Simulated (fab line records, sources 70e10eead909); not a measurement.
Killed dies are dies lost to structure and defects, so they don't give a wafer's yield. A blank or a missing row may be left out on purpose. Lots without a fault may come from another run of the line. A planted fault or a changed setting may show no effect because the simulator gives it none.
Which tool did it? | flow nand_harc | 22 lots, 66 wafers sampled, at 6 steps of a route of 1302

WHAT THE GAUGES READ, wafer by wafer
The record holds no reading of a measuring or inspecting step that can be judged against a usual standard deviation.

WHICH TOOL RAN EACH LOT (tool, then ch and the chambers of the sampled wafers, then the start)
lot  | NHARC_A_STAIRCASE_DESCUM_312       | NHARC_A_STAIRCASE_ETCH_313         | NHARC_A_STAIRCASE_ETCH_315                    | NHARC_A_STAIRCASE_ALD_415        | NHARC_A_STAIRCASE_DESCUM_443       | NHARC_A_SGD_CUT_DEP_00
L074 | rie_diel-12 ch 0,1, day 16 12:44   | rie_diel-12 ch 0,1, day 16 12:49   | rie_diel-12 ch 0,2,3, day 16 15:03 or earlier | ald_hk-04 ch 1,2,3, day 16 15:03 | rie_diel-02 ch 0,1,2, day 18 09:13 | pecvd-04 ch 0,2, day 18 16:27
L075 | rie_diel-12 ch 0,1,3, day 17 11:50 | rie_diel-12 ch 0,1,3, day 17 11:56 | rie_diel-12 ch 1,2, day 17 14:08 or earlier   | ald_hk-04 ch 1,2, day 17 14:08   | rie_diel-09 ch 0,2,3, day 19 06:07 | pecvd-01 ch 0,1,2, day 19 13:15
L076 | rie_diel-12 ch 0,1,2, day 17 13:40 | rie_diel-12 ch 1,2,3, day 17 13:47 | rie_diel-12 ch 0,2, day 17 16:02 or earlier   | ald_hk-04 ch 0,1, day 17 16:02   | rie_diel-12 ch 0,1,2, day 19 06:04 | pecvd-03 ch 0,1, day 19 13:26
L078 | rie_diel-09 ch 0,1,3, day 18 10:49 | rie_diel-09 ch 0,2,3, day 18 11:03 | rie_diel-09 ch 0,1,2, day 18 13:41 or earlier | ald_hk-01 ch 1,2, day 18 13:41   | rie_diel-12 ch 0,3, day 20 09:29   | pecvd-03 ch 0,1,2, day 20 16:55
L077 | rie_diel-09 ch 0,1,3, day 18 11:07 | rie_diel-09 ch 2,3, day 18 11:26   | rie_diel-09 ch 2,3, day 18 14:52 or earlier   | ald_hk-03 ch 0,1,3, day 18 14:52 | rie_diel-02 ch 1,2, day 20 09:27   | pecvd-04 ch 0,1,2, day 20 16:35
L080 | rie_diel-09 ch 0,2,3, day 19 10:25 | rie_diel-09 ch 0,1,3, day 19 10:30 | rie_diel-09 ch 0,2,3, day 19 12:48 or earlier | ald_hk-04 ch 1,2, day 19 12:48   | rie_diel-09 ch 0,1, day 21 05:21   | pecvd-04 ch 0,1,2, day 21 12:40
L081 | rie_diel-12 ch 0,1,2, day 20 05:47 | rie_diel-12 ch 0,2,3, day 20 05:52 | rie_diel-12 ch 0,1,3, day 20 07:39 or earlier | ald_hk-03 ch 0,1,2, day 20 07:39 | rie_diel-12 ch 0,1,3, day 22 02:58 | pecvd-01 ch 0,1,2, day 22 10:13
L082 | rie_diel-09 ch 2,3, day 20 08:38   | rie_diel-09 ch 1,2, day 20 08:44   | rie_diel-09 ch 1,2,3, day 20 13:21 or earlier | ald_hk-04 ch 2,3, day 20 13:21   | rie_diel-02 ch 1,2, day 22 03:14   | pecvd-03 ch 0,1,2, day 22 10:28
L083 | rie_diel-02 ch 1,2,3, day 21 01:58 | rie_diel-02 ch 2,3, day 21 02:02   | rie_diel-02 ch 0,1, day 21 05:23 or earlier   | ald_hk-04 ch 2,3, day 21 05:23   | rie_diel-02 ch 0,1,3, day 23 01:10 | pecvd-04 ch 0,2, day 23 08:29
L084 | rie_diel-09 ch 0,1, day 21 03:40   | rie_diel-09 ch 0,2,3, day 21 03:46 | rie_diel-09 ch 0,3, day 21 05:46 or earlier   | ald_hk-03 ch 0,1,2, day 21 05:46 | rie_diel-09 ch 0,3, day 23 00:58   | pecvd-01 ch 1,2, day 23 08:06
L085 | rie_diel-02 ch 0,2, day 21 14:55   | rie_diel-02 ch 0,1, day 21 15:00   | rie_diel-02 ch 1,2,3, day 21 17:22 or earlier | ald_hk-03 ch 0,1,2, day 21 17:22 | rie_diel-02 ch 0,1, day 23 10:58   | pecvd-04 ch 1,2, day 23 18:22
L086 | rie_diel-02 ch 1,2, day 21 22:02   | rie_diel-02 ch 0,1, day 21 22:13   | rie_diel-02 ch 1,2, day 22 00:39 or earlier   | ald_hk-03 ch 0,1,2, day 22 00:39 | rie_diel-12 ch 1,2, day 23 17:39   | pecvd-04 ch 0,1,2, day 24 00:50
L088 | rie_diel-02 ch 0,2,3, day 22 15:48 | rie_diel-02 ch 0,1,2, day 22 15:55 | rie_diel-02 ch 1,2,3, day 22 17:56 or earlier | ald_hk-04 ch 1,2,3, day 22 17:56 | rie_diel-09 ch 0,1,2, day 24 09:16 | pecvd-01 ch 0,1,2, day 24 16:24
L087 | rie_diel-02 ch 0,1,3, day 22 19:52 | rie_diel-02 ch 0,1,3, day 22 19:56 | rie_diel-02 ch 0,1,2, day 22 21:59 or earlier | ald_hk-01 ch 0,1,3, day 22 21:59 | rie_diel-02 ch 0,1,3, day 24 09:25 | pecvd-04 ch 0,1,2, day 24 16:37
L091 | rie_diel-02 ch 1,2,3, day 23 07:04 | rie_diel-02 ch 0,2,3, day 23 07:16 | rie_diel-02 ch 1,3, day 23 09:10 or earlier   | ald_hk-03 ch 0,1,3, day 23 09:10 | rie_diel-12 ch 2,3, day 25 01:05   | pecvd-03 ch 0,1,2, day 25 11:35
L089 | rie_diel-12 ch 1,2,3, day 23 10:38 | rie_diel-12 ch 0,2, day 23 10:43   | rie_diel-12 ch 0,1,3, day 23 12:29 or earlier | ald_hk-03 ch 0,1, day 23 12:29   | rie_diel-12 ch 0,1,3, day 25 01:03 | pecvd-04 ch 0,1, day 25 08:12
L090 | rie_diel-02 ch 1,2,3, day 23 17:47 | rie_diel-02 ch 2,3, day 23 18:10   | rie_diel-02 ch 0,2,3, day 23 20:10 or earlier | ald_hk-01 ch 0,3, day 23 20:10   | rie_diel-12 ch 0,3, day 25 13:31   | pecvd-03 ch 0,1, day 25 20:40
L092 | rie_diel-12 ch 2,3, day 24 13:11   | rie_diel-12 ch 0,1,3, day 24 13:16 | rie_diel-12 ch 1,2, day 24 15:02 or earlier   | ald_hk-03 ch 0,1,2, day 24 15:02 | rie_diel-12 ch 0,2,3, day 26 10:40 | pecvd-04 ch 0,2, day 26 17:49
L093 | rie_diel-09 ch 0,1, day 24 16:46   | rie_diel-09 ch 0,2,3, day 24 16:52 | rie_diel-09 ch 0,2,3, day 24 19:53 or earlier | ald_hk-01 ch 1,2,3, day 24 19:53 | rie_diel-02 ch 1,2,3, day 26 10:30 | pecvd-01 ch 0,1, day 26 17:40
L095 | rie_diel-09 ch 0,1, day 25 15:10   | rie_diel-09 ch 0,1, day 25 15:16   | rie_diel-09 ch 0,1,3, day 25 17:16 or earlier | ald_hk-04 ch 0,2, day 25 17:16   | rie_diel-09 ch 0,1, day 27 06:56   | pecvd-01 ch 0,1,2, day 27 14:16
L096 | rie_diel-09 ch 0,2,3, day 25 17:07 | rie_diel-09 ch 0,2, day 25 17:15   | rie_diel-09 ch 0,1,3, day 25 19:16 or earlier | ald_hk-01 ch 1,3, day 25 19:16   | rie_diel-02 ch 1,2,3, day 27 07:10 | pecvd-03 ch 1,2, day 27 14:43
L097 | rie_diel-09 ch 0,1,2, day 26 14:55 | rie_diel-09 ch 2,3, day 26 14:59   | rie_diel-09 ch 0,1,2, day 26 16:46 or earlier | ald_hk-03 ch 0,2, day 26 16:46   | rie_diel-02 ch 1,2, day 28 08:20   | pecvd-01 ch 0,1,2, day 28 15:29
- NHARC_A_STAIRCASE_DESCUM_312: chemistry O2, time 3 s.
- NHARC_A_STAIRCASE_ETCH_313: etches the open film in CF4/CHF3.
- NHARC_A_STAIRCASE_ETCH_315: etches the open film in C4F8/O2/Ar, target depth 2500 nm, time 607.1 s.
- NHARC_A_STAIRCASE_ALD_415: deposits SiO2, target thk 30 nm, pulse time 6 s, ald cycles 300.
- NHARC_A_STAIRCASE_DESCUM_443: chemistry O2, time 3 s.
- NHARC_A_SGD_CUT_DEP_00: deposits SiNx, target thk 50 nm.

WHAT THE TOOLS THEMSELVES READ (means of the sampled wafers that have a number; where no wafer has one, the mark that the record gives instead)
NHARC_A_STAIRCASE_DESCUM_312. Usual: chamber_pressure_mTorr 59.99 mTorr, standard deviation 0.12; drypump_motor_current_A 5.7 A, standard deviation 0.34; oes_product_au 1.003 a.u., standard deviation 0.01; rf_vpp_V 57.6 V, standard deviation 0.86; showerhead_plenum_p_Torr 1.89 Torr, standard deviation 0.08; throttle_valve_pct 11.310 %, standard deviation 0.0081.
lot  | tool        | chamber_pressure_mTorr (mTorr) | drypump_motor_current_A (A) | oes_product_au (a.u.) | rf_vpp_V (V) | showerhead_plenum_p_Torr (Torr) | throttle_valve_pct (%) | flag
L074 | rie_diel-12 | 59.99                          | 5.5                         | 0.994                 | 57.6         | 1.86                            | 11.319                 |
L075 | rie_diel-12 | 60.00                          | 5.4                         | 0.998                 | 58.2         | 1.90                            | 11.304                 |
L076 | rie_diel-12 | 60.03                          | 5.7                         | 0.996                 | 57.8         | 1.94                            | 11.310                 |
L078 | rie_diel-09 | 59.99                          | 5.7                         | 0.996                 | 57.2         | 1.89                            | 11.316                 |
L077 | rie_diel-09 | 60.02                          | 5.8                         | 0.997                 | 58.0         | 1.89                            | 11.311                 |
L080 | rie_diel-09 | 60.00                          | 5.6                         | 1.006                 | 57.4         | 1.89                            | 11.308                 |
L081 | rie_diel-12 | 60.05                          | 5.7                         | 0.997                 | 56.9         | 1.93                            | 11.302                 |
L082 | rie_diel-09 | 59.96                          | 5.8                         | 1.017                 | 56.9         | 1.92                            | 11.314                 |
L083 | rie_diel-02 | 59.97                          | 5.6                         | 1.006                 | 57.0         | 1.84                            | 11.304                 |
L084 | rie_diel-09 | 59.99                          | 5.8                         | 1.011                 | 58.3         | 1.93                            | 11.304                 |
L085 | rie_diel-02 | 60.00                          | 5.9                         | 1.006                 | 57.4         | 1.86                            | 11.303                 |
L086 | rie_diel-02 | 60.00                          | 5.8                         | 0.997                 | 57.0         | 1.83                            | 11.311                 |
L088 | rie_diel-02 | 60.01                          | 5.7                         | 1.003                 | 57.1         | 1.82                            | 11.308                 |
L087 | rie_diel-02 | 59.97                          | 5.8                         | 1.003                 | 57.5         | 1.87                            | 11.315                 |
L091 | rie_diel-02 | 59.95                          | 5.7                         | 0.998                 | 57.7         | 1.83                            | 11.318                 |
L089 | rie_diel-12 | 59.97                          | 5.6                         | 0.996                 | 58.3         | 1.92                            | 11.308                 |
L090 | rie_diel-02 | 60.03                          | 5.6                         | 1.008                 | 57.1         | 1.83                            | 11.308                 |
L092 | rie_diel-12 | 60.08                          | 5.7                         | 0.994                 | 58.2         | 2.00                            | 11.304                 |
L093 | rie_diel-09 | 60.00                          | 5.8                         | 1.007                 | 57.6         | 1.93                            | 11.311                 |
L095 | rie_diel-09 | 59.98                          | 5.9                         | 1.014                 | 58.0         | 1.93                            | 11.308                 |
L096 | rie_diel-09 | 60.05                          | 5.6                         | 1.004                 | 58.1         | 1.88                            | 11.315                 |
L097 | rie_diel-09 | 59.99                          | 5.7                         | 0.998                 | 57.8         | 1.93                            | 11.311                 |

NHARC_A_STAIRCASE_ETCH_313. Usual: chamber_pressure_mTorr 25.000 mTorr, standard deviation 0.023; drypump_motor_current_A 5.7 A, standard deviation 0.34; oes_product_au 0.938 a.u., standard deviation 0.022; rf_vpp_V 369.9 V, standard deviation 2.3; showerhead_plenum_p_Torr 1.56 Torr, standard deviation 0.061; throttle_valve_pct 16.803 %, standard deviation 0.009.
lot  | tool        | chamber_pressure_mTorr (mTorr) | drypump_motor_current_A (A) | oes_product_au (a.u.) | rf_vpp_V (V) | showerhead_plenum_p_Torr (Torr) | throttle_valve_pct (%) | flag
L074 | rie_diel-12 | 24.993                         | 5.6                         | 0.956                 | 368.6        | 1.53                            | 16.802                 |
L075 | rie_diel-12 | 25.015                         | 5.4                         | 0.934                 | 370.6        | 1.56                            | 16.802                 |
L076 | rie_diel-12 | 24.974                         | 5.5                         | 0.916                 | 371.3        | 1.59                            | 16.798                 |
L078 | rie_diel-09 | 24.982                         | 5.6                         | 0.923                 | 370.8        | 1.56                            | 16.806                 |
L077 | rie_diel-09 | 24.997                         | 5.8                         | 0.928                 | 369.1        | 1.54                            | 16.797                 |
L080 | rie_diel-09 | 24.971                         | 5.8                         | 0.921                 | 370.3        | 1.55                            | 16.810                 |
L081 | rie_diel-12 | 24.991                         | 5.6                         | 0.978                 | 372.7        | 1.62                            | 16.800                 |
L082 | rie_diel-09 | 24.991                         | 5.9                         | 0.936                 | 372.2        | 1.63                            | 16.799                 |
L083 | rie_diel-02 | 25.005                         | 5.4                         | 0.932                 | 367.0        | 1.48                            | 16.802                 |
L084 | rie_diel-09 | 24.980                         | 5.6                         | 0.931                 | 370.0        | 1.56                            | 16.800                 |
L085 | rie_diel-02 | 25.017                         | 6.0                         | 0.929                 | 370.6        | 1.57                            | 16.794                 |
L086 | rie_diel-02 | 25.012                         | 6.1                         | 0.925                 | 370.4        | 1.57                            | 16.806                 |
L088 | rie_diel-02 | 25.011                         | 5.9                         | 0.950                 | 369.5        | 1.54                            | 16.806                 |
L087 | rie_diel-02 | 24.976                         | 5.8                         | 0.971                 | 369.3        | 1.54                            | 16.801                 |
L091 | rie_diel-02 | 25.017                         | 5.7                         | 0.932                 | 367.8        | 1.51                            | 16.801                 |
L089 | rie_diel-12 | 25.001                         | 5.9                         | 0.921                 | 373.4        | 1.64                            | 16.803                 |
L090 | rie_diel-02 | 24.993                         | 5.4                         | 0.959                 | 367.0        | 1.47                            | 16.811                 |
L092 | rie_diel-12 | 24.992                         | 5.4                         | 0.925                 | 369.8        | 1.55                            | 16.807                 |
L093 | rie_diel-09 | 25.000                         | 5.6                         | 0.917                 | 370.2        | 1.55                            | 16.806                 |
L095 | rie_diel-09 | 25.011                         | 5.5                         | 0.927                 | 371.1        | 1.56                            | 16.803                 |
L096 | rie_diel-09 | 24.987                         | 5.4                         | 0.920                 | 370.0        | 1.57                            | 16.810                 |
L097 | rie_diel-09 | 25.014                         | 5.8                         | 0.933                 | 368.8        | 1.53                            | 16.802                 |

NHARC_A_STAIRCASE_ETCH_315. Usual: chamber_pressure_mTorr 25.001 mTorr, standard deviation 0.021; oes_product_au 0.936 a.u., standard deviation 0.012; rf_vpp_V 1824 V, standard deviation 10.
lot  | tool        | chamber_pressure_mTorr (mTorr) | oes_product_au (a.u.) | rf_vpp_V (V) | flag
L074 | rie_diel-12 | 24.994                         | 0.953                 | 1835         |
L075 | rie_diel-12 | 24.995                         | 0.918                 | 1825         |
L076 | rie_diel-12 | 25.026                         | 0.917                 | 1835         |
L078 | rie_diel-09 | 24.979                         | 0.938                 | 1832         |
L077 | rie_diel-09 | 25.009                         | 0.931                 | 1822         |
L080 | rie_diel-09 | 25.000                         | 0.944                 | 1824         |
L081 | rie_diel-12 | 25.003                         | 0.953                 | 1823         |
L082 | rie_diel-09 | 24.995                         | 0.943                 | 1827         |
L083 | rie_diel-02 | 24.990                         | 0.939                 | 1827         |
L084 | rie_diel-09 | 25.011                         | 0.931                 | 1820         |
L085 | rie_diel-02 | 24.996                         | 0.925                 | 1817         |
L086 | rie_diel-02 | 25.012                         | 0.928                 | 1816         |
L088 | rie_diel-02 | 25.003                         | 0.947                 | 1817         |
L087 | rie_diel-02 | 24.987                         | 0.938                 | 1821         |
L091 | rie_diel-02 | 24.996                         | 0.939                 | 1822         |
L089 | rie_diel-12 | 24.994                         | 0.936                 | 1823         |
L090 | rie_diel-02 | 25.004                         | 0.946                 | 1815         |
L092 | rie_diel-12 | 24.990                         | 0.927                 | 1822         |
L093 | rie_diel-09 | 24.999                         | 0.934                 | 1823         |
L095 | rie_diel-09 | 25.011                         | 0.938                 | 1821         |
L096 | rie_diel-09 | 24.983                         | 0.936                 | 1823         |
L097 | rie_diel-09 | 24.987                         | 0.937                 | 1830         |

NHARC_A_STAIRCASE_ALD_415. Usual: heater_power_w 438 W, standard deviation 30; precursor_pulse_height_rel 1.000, standard deviation 0.021.
lot  | tool      | heater_power_w (W) | precursor_pulse_height_rel | flag
L074 | ald_hk-04 | 436                | 1.005                      |
L075 | ald_hk-04 | 439                | 0.991                      |
L076 | ald_hk-04 | 440                | 1.013                      |
L078 | ald_hk-01 | 402                | 1.010                      |
L077 | ald_hk-03 | 426                | 0.997                      |
L080 | ald_hk-04 | 456                | 1.010                      |
L081 | ald_hk-03 | 446                | 0.997                      |
L082 | ald_hk-04 | 461                | 1.016                      |
L083 | ald_hk-04 | 436                | 1.004                      |
L084 | ald_hk-03 | 444                | 1.022                      |
L085 | ald_hk-03 | 445                | 1.013                      |
L086 | ald_hk-03 | 456                | 1.009                      |
L088 | ald_hk-04 | 435                | 0.992                      |
L087 | ald_hk-01 | 426                | 0.988                      |
L091 | ald_hk-03 | 429                | 0.991                      |
L089 | ald_hk-03 | 446                | 0.989                      |
L090 | ald_hk-01 | 438                | 1.006                      |
L092 | ald_hk-03 | 450                | 1.003                      |
L093 | ald_hk-01 | 405                | 1.002                      |
L095 | ald_hk-04 | 489                | 1.003                      |
L096 | ald_hk-01 | 411                | 0.983                      |
L097 | ald_hk-03 | 458                | 0.991                      |

NHARC_A_STAIRCASE_DESCUM_443. Usual: chamber_pressure_mTorr 60.00 mTorr, standard deviation 0.056; drypump_motor_current_A 5.7 A, standard deviation 0.35; oes_product_au 1.005 a.u., standard deviation 0.012; rf_vpp_V 57.8 V, standard deviation 0.95; showerhead_plenum_p_Torr 1.89 Torr, standard deviation 0.076; throttle_valve_pct 11.311 %, standard deviation 0.0089.
lot  | tool        | chamber_pressure_mTorr (mTorr) | drypump_motor_current_A (A) | oes_product_au (a.u.) | rf_vpp_V (V) | showerhead_plenum_p_Torr (Torr) | throttle_valve_pct (%) | flag
L074 | rie_diel-02 | 59.99                          | 5.9                         | 1.008                 | 58.1         | 1.88                            | 11.310                 |
L075 | rie_diel-09 | 60.04                          | 5.6                         | 1.012                 | 58.4         | 1.89                            | 11.312                 |
L076 | rie_diel-12 | 59.98                          | 5.7                         | 0.998                 | 58.3         | 1.93                            | 11.314                 |
L078 | rie_diel-12 | 60.02                          | 5.4                         | 1.015                 | 58.3         | 1.93                            | 11.313                 |
L077 | rie_diel-02 | 59.99                          | 5.8                         | 1.000                 | 57.2         | 1.84                            | 11.311                 |
L080 | rie_diel-09 | 60.00                          | 5.9                         | 1.000                 | 58.0         | 1.93                            | 11.305                 |
L081 | rie_diel-12 | 60.03                          | 5.4                         | 1.011                 | 57.5         | 1.89                            | 11.316                 |
L082 | rie_diel-02 | 60.01                          | 5.8                         | 1.011                 | 57.9         | 1.83                            | 11.313                 |
L083 | rie_diel-02 | 59.98                          | 5.8                         | 1.006                 | 57.7         | 1.87                            | 11.313                 |
L084 | rie_diel-09 | 60.03                          | 5.7                         | 1.014                 | 57.2         | 1.83                            | 11.302                 |
L085 | rie_diel-02 | 60.06                          | 6.1                         | 1.000                 | 58.0         | 1.90                            | 11.313                 |
L086 | rie_diel-12 | 60.01                          | 5.7                         | 1.000                 | 57.5         | 1.88                            | 11.305                 |
L088 | rie_diel-09 | 59.96                          | 5.7                         | 1.005                 | 58.5         | 1.94                            | 11.315                 |
L087 | rie_diel-02 | 60.04                          | 5.8                         | 1.003                 | 58.5         | 1.86                            | 11.311                 |
L091 | rie_diel-12 | 59.99                          | 5.7                         | 0.993                 | 58.5         | 2.00                            | 11.312                 |
L089 | rie_diel-12 | 59.99                          | 5.4                         | 1.002                 | 57.4         | 1.88                            | 11.318                 |
L090 | rie_diel-12 | 60.01                          | 5.4                         | 1.001                 | 57.9         | 1.92                            | 11.316                 |
L092 | rie_diel-12 | 59.94                          | 5.5                         | 0.993                 | 58.5         | 1.95                            | 11.310                 |
L093 | rie_diel-02 | 59.90                          | 5.6                         | 1.014                 | 56.5         | 1.82                            | 11.310                 |
L095 | rie_diel-09 | 59.97                          | 5.9                         | 1.002                 | 58.4         | 1.92                            | 11.310                 |
L096 | rie_diel-02 | 60.04                          | 5.6                         | 1.014                 | 56.9         | 1.82                            | 11.316                 |
L097 | rie_diel-02 | 59.98                          | 5.9                         | 1.001                 | 58.2         | 1.87                            | 11.309                 |

NHARC_A_SGD_CUT_DEP_00. Usual: heater_power_w 673 W, standard deviation 100.
lot  | tool     | heater_power_w (W) | flag
L074 | pecvd-04 | 687                |
L075 | pecvd-01 | 656                |
L076 | pecvd-03 | 774                |
L078 | pecvd-03 | 710                |
L077 | pecvd-04 | 656                |
L080 | pecvd-04 | 670                |
L081 | pecvd-01 | 666                |
L082 | pecvd-03 | 722                |
L083 | pecvd-04 | 623                |
L084 | pecvd-01 | 701                |
L085 | pecvd-04 | 551                |
L086 | pecvd-04 | 635                |
L088 | pecvd-01 | 673                |
L087 | pecvd-04 | 614                |
L091 | pecvd-03 | 699                |
L089 | pecvd-04 | 602                |
L090 | pecvd-03 | 736                |
L092 | pecvd-04 | 673                |
L093 | pecvd-01 | 681                |
L095 | pecvd-01 | 714                |
L096 | pecvd-03 | 659                |
L097 | pecvd-01 | 700                |

THE ANSWER, worked out from the rows above alone
Rule: a lot is off if the mean of its wafers that have a number lies more than 3 standard deviations from the usual mean. A lot without any number at a reading at which 4 lots or more have one is off too. The other lots that the step has rows for count as sound. The gauges are gone through in route order, then the tools' own readings, and for those a lot's mean is taken as printed above. The first step at which some lot is off is used, and at that step the reading that is off furthest; a lot without a number counts as furthest.
No lot is off at any reading shown: from this, nothing can be told.

WHAT THE SIMULATOR HAD PUT IN
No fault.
